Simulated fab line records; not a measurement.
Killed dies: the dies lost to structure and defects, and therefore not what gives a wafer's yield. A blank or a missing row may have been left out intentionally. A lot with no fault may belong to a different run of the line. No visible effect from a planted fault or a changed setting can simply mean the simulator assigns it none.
Which of the tools did it? | flow n5 finfet | 30 wafers from 10 lots sampled at 2 of the route's 1938 steps

## WHAT EACH GAUGE READ, for each wafer
N5_BEOL_M3_OVL_MEAS_12.
lot  | measured     | on         | M3_OVL (nm)
L216 | day 7 15:53  | overlay-01 | -0.6 0.4 -0.1
L217 | day 7 18:17  | overlay-02 | -0.1 -1.3 -0.4
L219 | day 8 01:14  | overlay-02 | -0.7 -1.2 -0.6
L224 | day 10 04:49 | overlay-02 | -0.9 -0.6 -1.1
L218 | day 12 09:13 | overlay-01 | -0.1 0.7 0.1
L234 | day 12 18:37 | overlay-01 | -0.5 -0.4 -1.2
L235 | day 13 00:06 | overlay-02 | 0.2 -0.6 -0.9
L237 | day 13 01:35 | overlay-01 | 0.0 -1.1 -0.9
L238 | day 13 04:43 | overlay-02 | -1.0 -0.5 -0.8
L239 | day 13 11:35 | overlay-02 | -0.3 -0.1 -1.0

## EACH LOT AND THE TOOL THAT RAN IT (in order: tool; ch and the chambers of the sampled wafers; start)
lot  | N5_BEOL_M3_PECVD_72
L216 | pecvd-01 ch 0,2, day 7 15:01
L217 | pecvd-01 ch 0,1, day 7 15:49
L219 | pecvd-01 ch 0,1,2, day 7 22:46
L224 | pecvd-04 ch 1,2, day 10 01:54
L218 | pecvd-01 ch 0,2, day 12 08:25
L234 | pecvd-01 ch 0,2, day 12 17:54
L235 | pecvd-04 ch 0,1, day 12 21:08
L237 | pecvd-01 ch 0,2, day 13 00:52
L238 | pecvd-02 ch 0,1, day 13 04:06
L239 | pecvd-02 ch 1,2, day 13 09:44
- N5_BEOL_M3_PECVD_72: deposits SiO2 from TEOS/O2, target thk 16 nm, time 18 s.

## THE ANSWER, worked out from the rows above alone
Rule: the usual values come from the lots themselves. The widest of any qualifying gaps counts: lots, ordered by their means at a reading, are off when they make up no more than a third of the lots, leave a main group of 4 or more, and stand apart from it by 3 or more times the standard deviation of that group's means. A main group is skipped when, at the precision printed for the reading in the tables above, its means are all equal. A lot without any number at a reading at which 4 lots or more have one is off too. Any other lot the step has rows for is counted as sound.
Across all readings shown, no lot is off: no conclusion can be drawn from this.

## WHAT THE SIMULATOR PUT IN
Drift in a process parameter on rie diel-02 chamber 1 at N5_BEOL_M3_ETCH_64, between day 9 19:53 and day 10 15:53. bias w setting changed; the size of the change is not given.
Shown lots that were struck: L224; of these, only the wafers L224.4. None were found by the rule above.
